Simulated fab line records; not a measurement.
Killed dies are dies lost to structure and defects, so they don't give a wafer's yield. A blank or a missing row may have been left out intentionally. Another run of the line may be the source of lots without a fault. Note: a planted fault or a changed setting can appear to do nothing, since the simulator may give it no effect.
fab line records | flow n5Finfet
[record] lots = 6 wafers = 18 lastDay = 15
route steps=1938 shown SD_EPI_P@309 SD_ACTIVATION@330 ILD0@335 SDB@347 MOL_CONTACT_COAG@538 PASSIVATION@1936
lots that met no fault: taken from a fault-free run of the same line
startH: hours from the record's first day to the start of the lot's first wafer shown | waitH: hours since the lot's step before | " as in the row above | L1.1+2: one row covering several wafers at once | - value missing, or start not given | * or withheld: withheld | < > ~ a bound
route shown NAME@n: names a module that has steps shown in the file, with the first one's number in the route | usual: mean/standard deviation taken from wafers without a fault | same: alike in all rows | chamber/n: place in a boat | sites: per-site readings | _std_site: their standard deviation | _edge_site: inner sites' mean taken away from outer sites' mean | radiusMm: how far each site lies from the wafer's centre | mask NAME#n: copy n | behind: the last tool/chamber to shape the wafer | hold: the reason the lot was held/the length of the hold in hours/how it ended | device: names the non-switching transistor (n, p or np) | end of line: at the end of the route, the tests of the same wafers | a step with no rows: only its recipe | killed: at the first sort, the dies lost to defects and structure; wafer yield is something else | map: shows each die of a wafer: x if killed, . if not, _ if none is there
set.NAME: the setting that was run; set.NAME@STEP: the one run at that earlier step | model.NAME: the simulator's own value behind a step, which no gauge read
lots at some steps of the route; a table a step, a row a wafer
services: the hour from which a tool's chamber was out of use, counted from the record's first day as startH (under 0 if before that day), plus the number of hours and why
[[steps]]
[step N5_SD_EPI_P_STRIP_38]
[recipe] chemistry = N2/H2 tempC = 40 n2FlowSccm = 200 h2FlowSccm = 200 rfFrequencyHz = 6e+07
[step N5_SD_EPI_P_ETCHBACK_46]
[recipe] chemistry = CH3F/O2 mode = anisotropicEtchback target = SiNx targetDepthA = 175 stopOn = SiO2 overEtchFrac = 0.3 ionEnergyEv = 120 pressureMtorr = 30 sourceW = 395 biasW = 73 Ar_flow_sccm = 150 CH3F_flow_sccm = 30 O2_flow_sccm = 20
[step N5_SD_EPI_P_ETCH_47]
[recipe] chemistry = CH3F/O2 target = SiOCN targetDepthA = 250 maskMaterial = SOC ionEnergyEv = 60 biasW = 29 pressureMtorr = 30 sourceW = 410 Ar_flow_sccm = 150 CH3F_flow_sccm = 30 O2_flow_sccm = 20
[step N5_SD_EPI_P_ETCH_16]
[recipe] chemistry = CHF3/O2 target = SiO2 targetDepthA = 50 maskMaterial = SOC pressureMtorr = 30 sourceW = 650 biasW = 170 Ar_flow_sccm = 200 CHF3_flow_sccm = 50 O2_flow_sccm = 5 ionEnergyEv = 200
[step N5_SD_EPI_P_STRIP_50]
[recipe] chemistry = CHF3/O2 resist = SiARC rfFrequencyHz = 6e+07
[step N5_SD_EPI_P_SD_RECESS_17]
[recipe] chemistry = HBr/Cl2/O2 targetDepthA = 391 btTimeS = 3 pressureMtorr = 10 icpW = 800 biasW = 112 HBr_flow_sccm = 150 Cl2_flow_sccm = 80 O2_flow_sccm = 12
[step N5_SD_EPI_P_WET_ETCH_45]
[recipe] chemistry = dHF dilution = withheld timeS = 10.7 target = SiO2 targetDepthA = 20 tempC = 25 dry = ipaMarangoni rinseTimeS = 30 rinseTempC = 23
[step N5_SD_EPI_P_STRIP_40]
[recipe] chemistry = N2/H2 powerW = 1000 tempC = 250 h2Frac = 0.65 overashFraction = 0.3 pressureMtorr = withheld n2FlowSccm = 1750 h2FlowSccm = 3250
[usual] drypumpMotorCurrentA = 5.8/0.52 heaterPowerW = 351/9.4 oesProductAu = 0.761/0.011
// columns lot.wafer tool chamber startH waitH drypumpMotorCurrentA heaterPowerW oesProductAu rfHoursCounterH
L147.3 plasmaAsher-01 1 66.62 0.1 6.0 354 0.746 -
L147.4 " 0 " " 6.4 336 0.766 -
L147.6 " 1 " " 6.0 355 0.757 -
L148.4 plasmaAsher-02 0 72.78 0.0 5.3 361 0.755 -
L148.5 " 1 " " 5.2 366 0.768 -
L148.6 " 0 " " 5.2 359 0.758 -
L156.4 plasmaAsher-01 0 121.12 0.0 6.5 341 0.753 -
L156.5 " 1 " " 6.0 351 0.781 -
L156.6 " 0 " " 6.4 345 0.755 -
L157.1 plasmaAsher-02 0 130.28 0.0 5.2 360 0.748 46
L157.2 " 1 " " 5.2 369 0.746 46
L157.4 " 1 " " 5.2 366 0.769 -
L161.1 plasmaAsher-01 0 149.54 0.0 6.4 339 0.764 104
L161.2 " 1 " " 6.0 357 0.769 104
L161.6 " 1 " " 6.0 346 0.748 -
L162.1 plasmaAsher-01 1 155.25 0.0 6.0 350 0.762 106
L162.4 " 0 " " 6.4 346 0.765 -
L162.5 " 1 " " 6.1 351 0.761 -
[step N5_SD_EPI_P_PRECLEAN_52]
[recipe] chemistry = O3/DIW timeS = 60 tempC = 22 o3Ppm = 10
[step N5_SD_EPI_P_SRD_20]
[recipe] dry = ipaMarangoni doPpb = 5 timeS = 30 tempC = 23 rinseLiquid = diw
[step N5_SD_EPI_P_PRECLEAN_51]
[recipe] chemistry = NF3:NH3 afsCycles = 1 tempC = 30 timeS = 20 sublimationTempC = 180 sublimationTimeS = 60 pressureTorr = 3 rfPowerW = 30
[step N5_SD_EPI_P_VAPOR_ETCH_44]
[recipe] chemistry = NF3/Ar target = SiGe30 tempC = 25 timeS = 3.3 mode = isotropic
[step N5_SD_EPI_P_EPI_21]
[recipe] material = SiGe:B dopant = B tempC = 550 pressureTorr = 20 ambient = H2 timeS = 355
[usual] lampInnerPct = 11.30/0.27 susceptorTempC = 549.97/0.25 susceptor_temp_C_max = 551.00/0.3
[same] epiGrowthTimeS = 355
// columns lot.wafer tool chamber startH waitH lampInnerPct susceptorTempC susceptor_temp_C_max model.SiGe-B_of_SD_EPI_P_EPI_21.thkNm
L147.3 epiRpcvd-03 0 68.20 1.1 11.62 550.10 551.23 59.6
L147.4 " 0 " " 11.57 550.06 551.14 60.6
L147.6 " 0 " " 11.47 549.52 550.48 61
L148.4 epiRpcvd-03 0 74.36 1.1 11.65 550.06 551.24 60.4
L148.5 " 0 " " 11.74 549.81 551.04 60.8
L148.6 " 0 " " 11.61 549.87 550.93 61.2
L156.4 epiRpcvd-03 0 122.70 1.1 11.64 552.85 554.00 64.8
L156.5 " 0 " " 11.88 553.09 554.07 65.6
L156.6 " 0 " " 11.69 553.12 554.17 65.4
L157.1 epiRpcvd-03 0 130.80 0.1 11.72 553.02 554.05 65
L157.2 " 0 " " 11.68 553.16 554.20 65.6
L157.4 " 0 " " 11.61 553.06 554.13 65.8
L161.1 epiRpcvd-04 0 150.06 0.1 11.12 550.38 551.25 61.8
L161.2 " 0 " " 11.06 550.46 551.39 61
L161.6 " 0 151.86 1.8 11.21 550.07 551.13 61.2
L162.1 epiRpcvd-04 0 155.77 0.1 11.13 549.61 550.59 61.6
L162.4 " 0 156.85 1.1 10.95 549.95 550.69 61.2
L162.5 " 0 " " 11.08 549.48 550.70 62
[step N5_SD_EPI_P_EPI_MEAS_23]
[recipe] mode = xrd
[usual] thkNm = 61.1/1.2
// columns lot.wafer tool chamber startH waitH thkNm
L147.3 filmMetro-02 - 70.15 1.5 57.9
L147.4 " - " " 61.5
L147.6 " - " " 61.0
L148.4 filmMetro-02 - 75.48 0.8 60.0
L148.5 " - " " 61.1
L148.6 " - " " 58.8
L156.4 filmMetro-02 - 123.82 0.8 63.5
L156.5 " - " " 63.5
L156.6 " - " " 65.0
L157.1 filmMetro-02 - 133.00 1.8 65.9
L157.2 " - " " 64.8
L157.4 " - " " 65.9
L161.1 filmMetro-01 - 152.25 1.8 61.8
L161.2 " - " " 62.1
L161.6 " - " " 61.8
L162.1 filmMetro-01 - 157.96 1.8 63.0
L162.4 " - " " 62.6
L162.5 " - " " 62.5
[step N5_SD_EPI_P_HM_STRIP_48]
[recipe] chemistry = H3PO4 tempC = 160 material = SiNx target = SiNx targetDepthA = 30 overetchFraction = 0.3
[step N5_SD_EPI_P_SRD_49]
[recipe] dry = ipaMarangoni timeS = 30 tempC = 23 rinseLiquid = diw
[step N5_SD_EPI_P_PRECLEAN_24]
[recipe] chemistry = O3/DIW timeS = 45 tempC = 22 o3Ppm = 10
[step N5_SD_EPI_P_PRECLEAN_32]
[recipe] chemistry = dHF timeS = 10 dilution = 500:1 tempC = 25
[step N5_SD_EPI_P_PRECLEAN_33]
[recipe] chemistry = SC2 timeS = 45 tempC = 35 mix = 1:1:50
[step N5_SD_EPI_P_SRD_25]
[recipe] timeS = 30 tempC = 23 rinseLiquid = diw dry = ipaMarangoni
[step N5_SD_EPI_P_INSPECT_26]
[recipe] inspectInstrument = darkfield mode = postEpi
[usual] rawDefectCount = 167/36
// columns lot.wafer tool chamber startH waitH rawDefectCount
L147.3 defectInspect-02 - 70.33 0.0 171
L147.4 " - " " 153
L147.6 " - " " 137
L148.4 defectInspect-02 - 75.65 0.0 134
L148.5 " - " " 151
L148.6 " - " " 151
L156.4 defectInspect-01 - 123.99 0.0 171
L156.5 " - " " 124
L156.6 " - " " 151
L157.1 defectInspect-01 - 133.17 0.0 125
L157.2 " - " " 125
L157.4 " - " " 140
L161.1 defectInspect-01 - 152.43 0.0 101
L161.2 " - " " 119
L161.6 " - " " 123
L162.1 defectInspect-01 - 158.14 0.0 90
L162.4 " - " " 95
L162.5 " - " " 101
[step N5_SD_ACTIVATION_RTA_00]
[recipe] tempC = 975 timeS = 0 ambient = N2 idleTempC = 600 rampUpCPerS = 150 rampDownCPerS = 60 coolToC = 600
[usual] lampPowerPct = 8.96/0.055 wafer_temp_C_max = 975.0/1.8
// columns lot.wafer tool chamber startH waitH lampPowerPct wafer_temp_C_max
L147.3 rtpAnneal-02 0 70.47 0.1 8.97 978.2
L147.4 " 0 " " 9.02 972.6
L147.6 " 0 " " 8.95 971.5
L148.4 rtpAnneal-01 0 75.76 0.1 8.94 973.7
L148.5 " 0 " " 9.05 974.3
L148.6 " 0 " " 9.02 972.5
L156.4 rtpAnneal-02 0 124.11 0.1 8.93 973.3
L156.5 " 0 " " 8.95 978.6
L156.6 " 0 " " 9.04 974.2
L157.1 rtpAnneal-01 0 133.20 0.0 8.97 973.8
L157.2 " 0 " " 9.09 976.1
L157.4 " 0 " " 8.96 973.2
L161.1 rtpAnneal-01 0 152.57 0.1 8.96 974.1
L161.2 " 0 " " 8.89 969.9
L161.6 " 0 " " 8.91 975.1
L162.1 rtpAnneal-02 0 158.16 0.0 8.93 976.5
L162.4 " 0 " " 8.94 975.2
L162.5 " 0 " " 8.99 973.5
[step N5_SD_ACTIVATION_LSA_01]
[recipe] tempC = 1080 timeS = 0.0008 ambient = N2
[usual] wafer_temp_C_max = 1086.1/1.7
// columns lot.wafer tool chamber startH waitH wafer_temp_C_max
L147.3 laserAnneal-01 0 70.68 0.2 1088.5
L147.4 " 0 " " 1087.7
L147.6 " 0 " " 1089.9
L148.4 laserAnneal-02 0 75.96 0.2 1087.3
L148.5 " 0 " " 1084.9
L148.6 " 0 " " 1086.7
L156.4 laserAnneal-01 0 124.31 0.2 1084.7
L156.5 " 0 " " 1086.0
L156.6 " 0 " " 1089.0
L157.1 laserAnneal-02 0 133.40 0.2 1086.1
L157.2 " 0 " " 1086.2
L157.4 " 0 " " 1084.3
L161.1 laserAnneal-02 0 152.77 0.2 1084.3
L161.2 " 0 " " 1085.9
L161.6 " 0 " " 1084.5
L162.1 laserAnneal-01 0 158.38 0.2 1087.0
L162.4 " 0 " " 1089.6
L162.5 " 0 " " 1087.6
[step N5_SD_ACTIVATION_INSPECT_02]
[recipe] inspectInstrument = darkfield mode = postAnneal
[usual] rawDefectCount = 169/37
// columns lot.wafer tool chamber startH waitH rawDefectCount
L147.3 defectInspect-01 - 71.15 0.1 170
L147.4 " - " " 148
L147.6 " - " " 137
L148.4 defectInspect-02 - 76.40 0.1 124
L148.5 " - " " 152
L148.6 " - " " 159
L156.4 defectInspect-01 - 124.75 0.1 174
L156.5 " - " " 132
L156.6 " - " " 159
L157.1 defectInspect-01 - 133.92 0.2 130
L157.2 " - " " 139
L157.4 " - " " 146
L161.1 defectInspect-01 - 153.30 0.2 107
L161.2 " - " " 112
L161.6 " - " " 130
L162.1 defectInspect-01 - 158.90 0.2 85
L162.4 " - " " 107
L162.5 " - " " 103
[step N5_ILD0_LINER_00]
[recipe] material = SiNx targetThkA = 40 tempC = 400 aldPrecursorFamily = SiH2I2 aldCoReactant = N2/H2-plasma pulseTimeS = 1 purgeTimeS = 2 coReactantPurgeTimeS = 2 aldCycles = 80 pressureTorr = 2
[usual] heaterPowerW = 842/120 precursorPulseHeightRel = 1.001/0.02
// columns lot.wafer tool chamber startH waitH heaterPowerW precursorPulseHeightRel
L147.3 aldSin-01 2 71.30 0.1 737 1.019
L147.4 " 1 " " 887 1.028
L147.6 " 1 " " 868 1.022
L148.4 aldSin-03 2 76.67 0.3 678 0.959
L148.5 " 3 " " 822 1.008
L148.6 " 0 " " 996 1.036
L156.4 aldSin-01 1 124.78 0.0 886 1.013
L156.5 " 0 " " 786 1.001
L156.6 " 1 " " 883 1.005
L157.1 aldSin-02 1 134.48 0.6 834 0.985
L157.2 " 2 " " 873 1.026
L157.4 " 3 " " 887 1.013
L161.1 aldSin-01 0 153.33 0.0 805 0.979
L161.2 " 2 " " 788 1.000
L161.6 " 3 " " 878 1.020
L162.1 aldSin-03 2 159.14 0.2 684 1.014
L162.4 " 0 " " 1034 0.995
L162.5 " 0 " " 1041 0.988
[step N5_ILD0_FCVD_FILL_01]
[recipe] material = SiO2_flowable targetThkA = 2000 tempC = 100 pressureTorr = 0.8 rfW = 2000 timeS = 328.3
[step N5_ILD0_CURE_02]
[recipe] tempC = 450 timeS = 1800 ambient = steam idleTempC = 400 rampUpCPerMin = 5 rampDownCPerMin = 3 densificationPH2oTorr = 640
[step N5_ILD0_CMP_03]
[recipe] stopOn = SiNx tOverpolishS = 1.9 postCmpClean = alkalineBrush downForcePsi = 4.1491 platenRpm = 51.796 padVelocityMS = 1.0306 targetThkNm = 197.38
[usual] motorCurrentA = 12.7/1.4 overpolishRunS = 1.899/0.0099 platenRpm = 51.80/0.033 timeToEndpointS = 69/3.9
// columns lot.wafer tool chamber startH waitH motorCurrentA overpolishRunS platenRpm timeToEndpointS
L147.4 cmp-02 2 73.66 0.0 12.9 1.892 51.79 77
L147.3 " 3 " " 11.0 1.903 51.78 72
L147.6 " 3 " " 11.0 1.901 51.75 73
L148.4 cmp-04 3 79.09 0.1 9.8 1.891 51.76 65
L148.6 " 2 " " 12.0 1.892 51.78 71
L148.5 " 3 " " 9.8 1.900 51.79 68
L156.4 cmp-02 3 127.18 0.1 10.6 1.901 51.84 73
L156.6 " 2 " " 13.8 1.896 51.83 75
L156.5 " 3 " " 10.8 1.902 51.82 71
L157.4 cmp-03 2 137.25 0.1 14.9 1.908 51.80 62
L157.1 " 3 " " 14.1 1.900 51.79 66
L157.2 " 0 " " 12.8 1.897 51.80 63
L161.2 cmp-02 2 155.70 0.0 13.7 1.896 51.79 74
L161.1 " 3 " " 10.7 1.891 51.82 70
L161.6 " 2 " " 13.4 1.885 51.77 77
L162.4 cmp-03 1 161.50 0.0 13.8 1.890 51.75 71
L162.1 " 3 " " 14.6 1.909 51.85 70
L162.5 " 1 " " 14.7 1.886 51.77 72
[step N5_ILD0_THK_MEAS_04]
[usual] thkNm = 197.2/1.3
// columns lot.wafer tool chamber startH waitH thkNm
L147.3 filmMetro-01 - 73.96 - 197.1
L147.4 " - " " 198.3
L147.6 " - " " 198.2
L148.4 filmMetro-01 - 79.35 - 197.7
L148.5 " - " " 195.4
L148.6 " - " " 195.6
L156.4 filmMetro-02 - 127.44 - 197.6
L156.5 " - " " 197.6
L156.6 " - " " 197.4
L157.1 filmMetro-02 - 137.50 - 196.5
L157.2 " - " " 194.0
L157.4 " - " " 197.3
L161.1 filmMetro-01 - 155.99 - 197.7
L161.2 " - " " 196.2
L161.6 " - " " 198.4
L162.1 filmMetro-02 - 161.79 - 198.1
L162.4 " - " " 198.4
L162.5 " - " " 199.4
[step N5_ILD0_CMP_07]
[recipe] stopOn = poly-Si material = SiO2_flowable tOverpolishS = 1.18 postCmpClean = alkalineBrush downForcePsi = 4.1491 platenRpm = 51.796 padVelocityMS = 1.0306 targetThkNm = 138.88
[step N5_ILD0_THK_MEAS_08]
[usual] thkNm = 138.6/1.1
// columns lot.wafer tool chamber startH waitH thkNm
L147.3 filmMetro-01 - 74.28 - 139.3
L147.4 " - " " 139.3
L147.6 " - " " 137.3
L148.4 filmMetro-01 - 79.67 - 138.4
L148.5 " - " " 138.9
L148.6 " - " " 139.3
L156.4 filmMetro-02 - 127.77 - 138.7
L156.5 " - " " 139.4
L156.6 " - " " 138.7
L157.1 filmMetro-02 - 137.90 - 138.3
L157.2 " - " " 138.9
L157.4 " - " " 139.4
L161.1 filmMetro-02 - 156.32 - 138.0
L161.2 " - " " 135.6
L161.6 " - " " 137.4
L162.1 filmMetro-01 - 162.12 - 138.8
L162.4 " - " " 138.2
L162.5 " - " " 136.8
[step N5_ILD0_PRECLEAN_10]
[recipe] chemistry = NF3:NH3 afsCycles = 5 timeS = 20 tempC = 30 sublimationTempC = 180 sublimationTimeS = 60 pressureTorr = 3 rfPowerW = 30
[step N5_ILD0_ALD_15]
[recipe] material = SiNx targetThkA = 240 tempC = 400 aldPrecursorFamily = SiH2I2 aldCoReactant = N2/H2-plasma pulseTimeS = 1 aldCycles = 480 purgeTimeS = 2 coReactantPurgeTimeS = 2 pressureTorr = 2
[step N5_ILD0_CMP_12]
[recipe] stopOn = poly-Si material = SiNx tOverpolishS = 6 postCmpClean = alkalineBrush downForcePsi = 2.5 platenRpm = 51.8 padVelocityMS = 1.0307 targetThkNm = 17.67
[step N5_ILD0_THK_MEAS_13]
[usual] thkNm = 17.7/1.2
// columns lot.wafer tool chamber startH waitH thkNm
L147.3 filmMetro-01 - 77.71 - 17.1
L147.4 " - " " 18.4
L147.6 " - " " 18.2
L148.4 filmMetro-02 - 82.88 - 18.4
L148.5 " - " " 18.8
L148.6 " - " " 18.8
L156.4 filmMetro-01 - 131.01 - 18.9
L156.5 " - " " 16.9
L156.6 " - " " 19.4
L157.1 filmMetro-02 - 141.11 - 17.7
L157.2 " - " " 17.0
L157.4 " - " " 16.7
L161.1 filmMetro-01 - 159.53 - 15.9
L161.2 " - " " 18.6
L161.6 " - " " 16.2
L162.1 filmMetro-01 - 165.49 0.3 16.3
L162.4 " - " " 17.2
L162.5 " - " " 17.2
[step N5_ILD0_INSPECT_06]
[recipe] inspectInstrument = darkfield mode = postCmp
[usual] rawDefectCount = 34/17
// columns lot.wafer tool chamber startH waitH rawDefectCount
L147.3 defectInspect-01 - 77.74 0.0 12
L147.4 " - " " 22
L147.6 " - " " 31
L148.4 defectInspect-01 - 82.91 0.0 23
L148.5 " - " " 27
L148.6 " - " " 29
L156.4 defectInspect-01 - 131.04 0.0 16
L156.5 " - " " 18
L156.6 " - " " 21
L157.1 defectInspect-02 - 141.14 0.0 22
L157.2 " - " " 32
L157.4 " - " " 25
L161.1 defectInspect-01 - 159.55 0.0 23
L161.2 " - " " 10
L161.6 " - " " 24
L162.1 defectInspect-02 - 165.52 0.0 23
L162.4 " - " " 75
L162.5 " - " " 65
[step N5_SDB_HM_DEP_00]
[recipe] material = SiNx targetThkA = 400 tempC = 400 precursor = SiH4/NH3/N2 pressureTorr = 1.5 rfW = 300 timeS = 35.3
[step N5_SDB_COAT_03]
[recipe] resist = SOC tempC = 250 timeS = 60 spinRpm = 1500 resistThkNm = 100
[step N5_SDB_COAT_04]
[recipe] resist = SiARC tempC = 220 timeS = 60 spinRpm = 1500 resistThkNm = 18
[step N5_SDB_COAT_05]
[recipe] resist = CAR-ArF spinRpm = 1500 resistThkNm = 90
[step N5_MOL_CONTACT_COAG_ETCH_110]
[recipe] chemistry = CF4/O2 target = Si targetDepthA = 25 timeS = 8 pressureMtorr = 100 sourceW = 200 biasW = 12 ionEnergyEv = 60 Ar_flow_sccm = 100 cf4FlowSccm = 100 O2_flow_sccm = 10
[usual] chamberPressureMTorr = 100.01/0.091 drypumpMotorCurrentA = 5.7/0.31 oesProductAu = 0.75/0.065 rfVppV = 127.1/2.9 showerheadPlenumPTorr = 2.24/0.075 throttleValvePct = 10.86/0.22
// columns lot.wafer tool chamber startH waitH chamberPressureMTorr drypumpMotorCurrentA oesProductAu rfHoursCounterH rfVppV showerheadPlenumPTorr throttleValvePct model.SiGe-B_of_SD_EPI_P_EPI_21.thkNm
L147.3 rieDiel-03 3 101.12 0.0 100.03 5.9 0.90 25 128.1 2.35 10.45 56.8
L147.4 " 0 " " 99.96 5.6 0.80 122 126.5 2.15 10.72 57.6
L147.6 " 3 " " 99.97 5.9 0.90 - 128.3 2.35 10.46 58
L148.4 rieDiel-03 3 108.75 0.0 99.86 5.9 0.90 28 126.1 2.35 10.46 57.6
L148.5 " 0 " " 99.98 5.6 0.80 - 125.0 2.15 10.74 57.8
L148.6 " 3 " " 99.83 5.9 0.89 - 130.6 2.35 10.47 58.4
L156.4 rieDiel-06 0 153.91 0.0 100.03 5.8 0.75 167 125.0 2.30 10.88 61.6
L156.5 " 3 " " 100.03 5.2 0.75 - 124.7 2.13 10.60 62.4
L156.6 " 2 " " 99.98 6.2 0.70 - 125.0 2.12 11.19 62.2
L157.1 rieDiel-06 0 163.47 0.0 100.00 5.8 0.74 170 126.0 2.30 10.90 62
L157.2 " 3 " " 99.99 5.2 0.74 160 125.3 2.13 10.62 62.4
L157.4 " 1 " " 100.11 5.4 0.73 198 133.0 2.21 11.09 62.6
L161.1 rieDiel-02 0 183.11 0.0 100.04 5.6 0.68 217 128.1 2.21 10.92 59
L161.2 " 1 " " 99.81 5.9 0.73 214 128.8 2.29 11.10 58.2
L161.6 " 0 " " 100.10 5.6 0.68 - 129.2 2.21 10.92 58.4
L162.1 rieDiel-06 1 190.21 0.0 100.13 5.4 0.73 211 131.9 2.21 11.13 58.8
L162.4 " 0 " " 99.93 5.8 0.73 - 125.0 2.30 10.92 58.2
L162.5 " 1 " " 99.99 5.4 0.72 - 133.1 2.21 11.13 59
[step N5_PASSIVATION_PROBE_49]
[usual] killed_at_M0_to_M3 = 34/12 killed_at_M4_up = 12/4.9 killedAtContacts = 13/7.2 killedAtFrontEnd = 39/12 killedAtOther = 3.7/2.9 killedDies = 101/18 killedOpen = 67/14 killedShort = 33/7.2
[same] grossDies = 1180 killedAtBackSide = 0
// columns lot.wafer tool chamber startH waitH killed_at_M0_to_M3 killed_at_M4_up killedAtContacts killedAtFrontEnd killedAtOther killedDies killedOpen killedShort
L161.1 prober-02 - 367.31 0.0 28 20 16 37 2 103 74 29
L161.2 prober-02 - 367.36 0.1 36 19 11 32 2 100 60 39
L161.6 prober-02 - 367.56 0.3 26 22 18 37 3 106 70 35
// killed by level:class
L161.1 MOL_CONTACT_COAG:geometricParticle:open=13 BEOL_M4:geometricParticle:open=11 BEOL_M3:geometricParticle:open=8 BEOL_M2:geometricParticle:open=7 FIN_SAQP:geometricParticle:open=6 STI_FIN_REVEAL:geometricParticle:open=5 FIN_SAQP:geometricParticle:short=4 ILD0:geometricParticle:open=4
L161.2 BEOL_M2:geometricParticle:open=11 BEOL_M0_SAQP:geometricParticle:short=7 STI_FIN_REVEAL:geometricParticle:open=6 MOL_CONTACT_COAG:geometricParticle:open=6 BEOL_M0_SAQP:geometricParticle:open=6 BEOL_M4:geometricParticle:open=6 MOL_CONTACT_COAG:geometricParticle:short=5 FIN_SAQP:geometricParticle:short=4
L161.6 MOL_CONTACT_COAG:geometricParticle:open=14 BEOL_M4:geometricParticle:open=13 DUMMY_GATE:geometricParticle:open=8 FIN_SAQP:geometricParticle:open=7 BEOL_M0_SAQP:geometricParticle:short=7 BEOL_M2:geometricParticle:open=7 FIN_SAQP:geometricParticle:short=6 GATE_CUT:geometricParticle:short=5
[[services]]
// columns tool chamber startH hours kind
cmp-02 - 50.01 2.6 repair
aldSin-02 - 50.88 1.8 repair
laserAnneal-01 - 56.21 0.5 repair
rieDiel-02 - 58.78 1.6 repair
cmp-03 - 67.46 6.0 pm
rieDiel-02 2 69.19 10.5 repair
cmp-03 - 79.05 1.3 repair
epiRpcvd-04 - 79.07 6.0 pm
epiRpcvd-03 - 80.95 0.7 repair
cmp-02 - 84.88 4.3 repair
aldSin-01 - 85.84 14.0 pm
aldSin-03 - 111.26 6.0 pm
epiRpcvd-03 - 113.23 0.5 repair
rieDiel-06 3 119.33 22.6 repair
laserAnneal-02 - 122.21 5.5 pm
cmp-02 - 128.26 1.0 repair
laserAnneal-01 - 133.96 2.5 pm
cmp-02 - 135.48 4.0 pm
plasmaAsher-02 - 148.95 4.9 repair
cmp-02 - 156.69 0.8 repair
cmp-03 - 169.80 1.1 repair
cmp-03 - 183.45 1.4 repair
laserAnneal-01 - 188.46 9.7 pm
plasmaAsher-01 - 189.66 1.4 repair
[[key]]
[firstSign] step = N5_SD_EPI_P_EPI_21 reading = susceptorTempC direction = up sigmas = 12 usual = * struck = *
[effect] step = N5_SD_EPI_P_EPI_21 reading = susceptor_temp_C_max direction = up sigmas = 10 usual = * struck = *
[effect] step = N5_SD_EPI_P_EPI_MEAS_23 reading = thkNm direction = up sigmas = 3 usual = * struck = *
[modelEffect] step = N5_SD_EPI_P_EPI_21 value = SiGe-B_of_SD_EPI_P_EPI_21.thkNm without = 60.8 struck = 65.37
[modelEffect] step = N5_MOL_CONTACT_COAG_ETCH_110 value = SiGe-B_of_SD_EPI_P_EPI_21.thkNm without = 58 struck = 62.2
metAt N5_SD_EPI_P_EPI_21
struckWafers L156.4,L156.5,L156.6,L157.1,L157.2,L157.4
testerLeftOut L156,L157
onsetBetween 74.36 122.70
[fault] kind = processParameterDrift tool = epiRpcvd-03 chamber = - onsetH = 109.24 steps = N5_SD_EPI_P_EPI_21 channel = tempC offset = * shape = step endH = 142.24 actsIn = * stated = *
// testerLeftOut: of these lots the tester's yield and bins aren't shown, on N5 and GAA mostly nor the transistor test; their killed dies are dies lost to structure and defects alone, not to doping, threshold or leakage, so they don't give the yield
